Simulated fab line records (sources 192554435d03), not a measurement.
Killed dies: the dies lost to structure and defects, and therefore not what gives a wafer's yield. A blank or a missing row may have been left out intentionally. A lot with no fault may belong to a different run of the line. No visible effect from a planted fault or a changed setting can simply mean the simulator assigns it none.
fab line records | flow n5Finfet
[record] lots = 3 wafers = 9 lastDay = 16
route steps=1938 shown BEOL_M1@751 PASSIVATION@1936
lots untouched by any fault: they come from a run of this same line in which no faults occurred
startH: the number of hours between the record's first day and the start of the first shown wafer of the lot | waitH: how many hours have passed since the lot's step before this one | " as in the row above | L1.1+2: a single row standing in for several wafers | - either no value or no given start | * or withheld: withheld | < > ~ a bound
route shown NAME@n: a module of which the file shows steps, and the number in the route of the first | usual: mean/standard deviation taken from wafers without a fault | same: alike in all rows | chamber/n: place in a boat | sites: per-site readings | _std_site: standard deviation of those values | _edge_site: outer sites' mean less inner sites' | radiusMm: how far each site lies from the wafer's centre | mask NAME#n: copy n | behind: the most recent tool/chamber to have shaped the wafer | hold: why the lot was held/for how many hours/how that ended | device: the n, p or np transistor that did not switch | end of line: tests run on the same wafers once the route is complete | step lacking rows: just its recipe | killed: the dies lost at the first sort to structure and to defects; this is not the yield of the wafer | map: the dies of a wafer, with x for killed, . for not killed, _ for no die there
set.NAME: the setting the step ran with; set.NAME@STEP: the setting that earlier step ran with | model.NAME: the simulator's own value behind a step, which no gauge read
a table for each step, a row for each wafer; lots at some steps of the route
services: the hour from which a tool's chamber was out of use, counted from the record's first day as startH (under 0 if before that day), plus the number of hours and why
[[steps]]
[step N5_BEOL_M1_ILD_DEP_00]
[recipe] material = SiOC targetThkA = 790 tempC = 350 precursor = DEMS/O2 pressureTorr = 5 rfW = 500 timeS = 15.3
[step N5_BEOL_M1_PECVD_72]
[recipe] material = SiO2 targetThkA = 160 tempC = 400 precursor = TEOS/O2 pressureTorr = 5.5 rfW = 450 teosFlowSccm = 53.8 gas = O2 flowSccm = 3000 timeS = 18
[step N5_BEOL_M1_HM_DEP_02]
[recipe] material = TiN targetThkA = 200 tempC = 25 chamberPressurePa = 0.49996
[step N5_BEOL_M1_COAT_61]
[recipe] resist = SOC tempC = 250 timeS = 60 spinRpm = 1500 resistThkNm = 60
[step N5_BEOL_M1_COAT_62]
[recipe] resist = SiARC tempC = 220 timeS = 60 spinRpm = 1500 resistThkNm = 12
[step N5_BEOL_M1_COAT_73]
[recipe] resist = underlayer tempC = 205 timeS = 60 spinRpm = 1500 resistThkNm = 5
[step N5_BEOL_M1_COAT_05]
[recipe] resist = CAR-EUV spinRpm = 1500 resistThkNm = 30
[step N5_BEOL_M1_EBR_07]
[recipe] solvent = PGMEA ebrWidthMm = 1.5
[step N5_BEOL_M1_SOFTBAKE_06]
[recipe] tempC = 110 timeS = 60 resist = CAR-EUV
[step N5_BEOL_M1_EXPOSE_08]
[recipe] maskId = M1 na = 0.33 sourceShape = dipole sigmaInner = 0.369 sigmaOuter = 0.767 polarization = unpolarized doseMj = 33
// columns lot.wafer tool chamber startH waitH mask
L919.2+4+6 euvScanner-01 0 141.86 - M1#0
L920.2+3+4 euvScanner-02 0 142.56 - M1#0
L934.3+5+6 euvScanner-01 0 224.09 - M1#0
[step N5_BEOL_M1_PEB_09]
[recipe] pebTempC = 100 pebTimeS = 60 resist = CAR-EUV
[step N5_BEOL_M1_DEVELOP_10]
[recipe] developTimeS = 30 developer = TMAH resist = CAR-EUV rinseLiquid = surfactantRinse dry = airSpin devTempC = 23
[step N5_BEOL_M1_DESCUM_16]
[recipe] chemistry = O2 timeS = 7 sourcePowerW = 50 biasPowerW = 20 pressureMtorr = 20 rfFrequencyHz = 2.712e+07 tempC = 40 resist = CAR-EUV o2FlowSccm = 225
[step N5_BEOL_M1_ETCH_74]
[recipe] chemistry = N2/H2 target = underlayer targetDepthA = 65 maskMaterial = CAR-EUV timeS = 5.2 ionEnergyEv = 200 pressureMtorr = 30 sourceW = 840 biasW = 150 n2FlowSccm = 200 h2FlowSccm = 200 ends = cleared
[step N5_BEOL_M1_ETCH_63]
[recipe] chemistry = CF4 target = SiARC targetDepthA = 156 maskMaterial = CAR-EUV timeS = 26 ionEnergyEv = 80 pressureMtorr = 40 sourceW = 545 biasW = 36 Ar_flow_sccm = 100 cf4FlowSccm = 100 ends = cleared
[step N5_BEOL_M1_ETCH_64]
[recipe] chemistry = N2/H2 target = SOC targetDepthA = 750 overetchA = 150 maskMaterial = SiARC tempC = 40 timeS = 112.5 ionEnergyEv = 200 pressureMtorr = 30 sourceW = 840 biasW = 150 n2FlowSccm = 200 h2FlowSccm = 200
[step N5_BEOL_M1_STRIP_65]
[recipe] chemistry = N2/H2 tempC = 40 n2FlowSccm = 200 h2FlowSccm = 200 rfFrequencyHz = 6e+07
[step N5_BEOL_M1_STRIP_75]
[recipe] chemistry = N2/H2 tempC = 40 n2FlowSccm = 200 h2FlowSccm = 200 rfFrequencyHz = 6e+07
[step N5_BEOL_M1_STRIP_66]
[recipe] chemistry = CF4 resist = SiARC powerW = 300 biasPowerW = 75 pressureMtorr = 50 cf4FlowSccm = 150 rfFrequencyHz = 6e+07
[step N5_BEOL_M1_HM_OPEN_17]
[recipe] chemistry = Cl2/BCl3 targetDepthA = 200 overetchA = 60 target = TiN maskMaterial = SOC ionEnergyEv = 150 pressureMtorr = 10 icpW = 1000 biasW = 126 Cl2_flow_sccm = 53.25 bcl3FlowSccm = 21.75 Ar_flow_sccm = 25
[step N5_BEOL_M1_STRIP_19]
[recipe] chemistry = O2 powerW = 400 tempC = 40 pressureMtorr = 30 rfFrequencyHz = 6e+07 biasPowerW = 0 overashFraction = 0.2 o2FlowSccm = 225
[step N5_BEOL_M1_COAT_67]
[recipe] resist = SOC tempC = 250 timeS = 60 spinRpm = 1500 resistThkNm = 60
[step N5_BEOL_M1_COAT_68]
[recipe] resist = SiARC tempC = 220 timeS = 60 spinRpm = 1500 resistThkNm = 12
[step N5_BEOL_M1_COAT_76]
[recipe] resist = underlayer tempC = 205 timeS = 60 spinRpm = 1500 resistThkNm = 5
[step N5_BEOL_M1_COAT_22]
[recipe] resist = CAR-EUV spinRpm = 1500 resistThkNm = 30
[step N5_BEOL_M1_EBR_24]
[recipe] solvent = PGMEA ebrWidthMm = 1.5
[step N5_BEOL_M1_SOFTBAKE_23]
[recipe] tempC = 110 timeS = 60 resist = CAR-EUV
[step N5_BEOL_M1_EXPOSE_25]
[recipe] maskId = V0 na = 0.33 sourceShape = quasar sigmaInner = 0.2 sigmaOuter = 0.8 polarization = unpolarized defocusNm = 5 targetCdNm = 24 doseMj = 63
[step N5_BEOL_M1_PEB_26]
[recipe] pebTempC = 100 pebTimeS = 60 resist = CAR-EUV
[step N5_BEOL_M1_DEVELOP_27]
[recipe] developTimeS = 30 developer = TMAH resist = CAR-EUV rinseLiquid = surfactantRinse dry = airSpin devTempC = 23
[step N5_BEOL_M1_DESCUM_33]
[recipe] chemistry = O2 timeS = 7 sourcePowerW = 50 biasPowerW = 20 pressureMtorr = 20 rfFrequencyHz = 2.712e+07 tempC = 40 resist = CAR-EUV o2FlowSccm = 225
[step N5_BEOL_M1_ETCH_77]
[recipe] chemistry = N2/H2 target = underlayer targetDepthA = 65 maskMaterial = CAR-EUV timeS = 5.2 ionEnergyEv = 200 pressureMtorr = 30 sourceW = 840 biasW = 150 n2FlowSccm = 200 h2FlowSccm = 200 ends = cleared
[step N5_PASSIVATION_PROBE_49]
[usual] defectLimitedYield = 91.3/1.5 killed_at_M0_to_M3 = 33/12 killed_at_M4_up = 13/5.2 killedAtContacts = 13/6.7 killedAtFrontEnd = 40/11 killedAtOther = 4.1/2.7 killedDies = 103/17 killedOnRim = 14/4.2 killedOpen = 69/13 killedShort = 33/8.4 sort_bin_5_function = 5.1/1 sort_bin_6_memory = 3.2/0.62 sortNPass = 1077/17 sortYieldPct = 91.3/1.5
[same] grossDies = 1180 killedAtBackSide = 0 sort_bin_4_leakage[%] = 0 sort_bin_8_speed[%] = 0
// columns lot.wafer tool chamber startH waitH defectLimitedYield[%] killed_at_M0_to_M3 killed_at_M4_up killedAtContacts killedAtFrontEnd killedAtOther killedDies killedOnRim killedOpen killedShort sort_bin_5_function[%] sort_bin_6_memory[%] sortNPass sortYieldPct[%]
L919.2 prober-02 - 303.85 0.1 87.6 93 16 8 25 4 146 15 64 22 7.6 4.1 1034 87.6
L919.4 prober-02 - 303.95 0.2 87.5 102 10 13 19 3 147 17 44 25 7.8 4.4 1033 87.5
L919.6 prober-02 - 304.05 0.3 88.6 60 14 15 41 5 135 18 72 41 6.3 4.7 1045 88.6
// killed by level:class
L919.2 BEOL_M1:areaExpose=58 BEOL_M4:geometricParticle:open=10 BEOL_M0_SAQP:geometricParticle:open=9 BEOL_M2:geometricParticle:open=8 MOL_CONTACT_COAG:geometricParticle:open=7 BEOL_M1:geometricParticle:open=6 FIN_SAQP:geometricParticle:open=5 GATE_CUT:geometricParticle:short=5
L919.4 BEOL_M1:areaExpose=78 MOL_CONTACT_COAG:geometricParticle:open=12 BEOL_M0_SAQP:geometricParticle:open=6 BEOL_M0_SAQP:geometricParticle:short=6 BEOL_M4:geometricParticle:open=6 FIN_SAQP:geometricParticle:open=4 BEOL_M2:geometricParticle:open=4 FIN_SAQP:geometricParticle:short=3
L919.6 BEOL_M1:areaExpose=20 FIN_SAQP:geometricParticle:short=11 MOL_CONTACT_COAG:geometricParticle:open=11 BEOL_M1:geometricParticle:open=9 STI_FIN_REVEAL:geometricParticle:open=8 BEOL_M0_SAQP:geometricParticle:short=8 FIN_SAQP:geometricParticle:open=6 BEOL_M0_SAQP:geometricParticle:open=6
// map L919.4 (x killed, . not)
_________________.xx.....x.x.________________
______________...x.x...........x_____________
___________.............x.x.....x..__________
__________.......x......x.......xx.._________
________....xx.....x..x.............x._______
_______.......x.....x..............x...______
______......x..x..x.......x.......x....._____
_____.x.x.......x..x.....x..x..xx......x.____
____...........x...x......................___
___.............................x.........x__
___..........x......x...x.x...........x....__
__....x..x.........x........................_
__....x.x........x..x..x..............x....._
_....x..........xx......x...........xx.......
_........x...................x.x........x.x..
_......x.......x......................x....xx
_...x...................x..x.x..x..x....x....
_x........x.....x..xx....................x...
_...x.x.....x.....x.....x..................x.
_.......x.xx.........x......x.x...x..........
_.....x.....x........xx.........x....x.......
__.x.x..x...x.x.....................xx......_
__........x..................x.....x....xx.._
___...................x...x................__
___...........x........x........x....x..x..__
____.x............x............x..........___
_____.............x....x........x....xx..____
______.............xx....x..x..........._____
_______..x............x..........x.....______
________........x....x.........x......_______
__________....x....................._________
___________.......x................__________
______________...x....xx.x....x._____________
_________________...........x________________
// map L934.3 (x killed, . not)
_________________x...........________________
______________...xx............x_____________
___________..........x..........x..__________
__________................x........._________
________.......x.......x.x.x.........x_______
_______..................x..x....x.....______
______.................................._____
_____.........x.......xx......x.........x____
____.......................xx.........x..x___
___.x.........x..x.........................__
___...............x...................x.x..__
__.............x..x....x...........x........_
__....x.x............x...x...........x......_
_....x........x.....................x..x..x..
_........x........x..........xx..............
_.....xx...............x........x.....xx.....
_......x.....x.......xxx......x..............
_x......x......x...............x........x....
_x...x....x.......x.x..x....................x
_....x.........x.....x.x....x........x......x
_.....x..........x...x.x....xx....x....x.....
__.......x....x.x..x.x.x...x.x........x....._
__.........................................._
___....................................xx..__
___.............x....x...x..x.......x.....x__
____.....................x.x............x.___
_____..........x..x.......x.............x____
______..........x......................._____
_______......x....x....................______
________.........................x...._______
__________......................x..._________
___________x....x......x.x.........__________
______________.......x.x.......x_____________
_________________....x.......________________
[[services]]
// columns tool chamber startH hours kind
euvScanner-01 - 131.15 0.2 repair
euvScanner-02 - 135.17 6.8 repair
euvScanner-02 - 158.79 1.0 pm
euvScanner-02 0 165.80 - calibration
euvScanner-01 - 170.04 1.0 pm
euvScanner-01 - 175.00 4.6 pm
euvScanner-02 - 184.17 12.2 repair
euvScanner-01 - 203.26 17.3 pm
[[key]]
[firstSign] step = N5_PASSIVATION_PROBE_49 reading = killed_at_M0_to_M3 direction = up sigmas = 4.5 usual = 33 struck = 85 wafersMoved = 2
[effect] step = N5_PASSIVATION_PROBE_49 reading = sortNPass direction = down sigmas = 2.3 usual = 1077 struck = 1037 wafersMoved = 2
[moreKillsBornAt] N5_BEOL_M1_EXPOSE_08@euvScanner-01 = 156
metAt N5_BEOL_M1_EXPOSE_08
struckWafers L919.2,L919.4,L919.6
[fault] kind = processParameterDrift tool = euvScanner-01 chamber = - onsetH = 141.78 steps = N5_BEOL_M1_EXPOSE_08 channel = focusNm offset = 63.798 spreadByWafer = 0.3 shape = step endH = 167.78
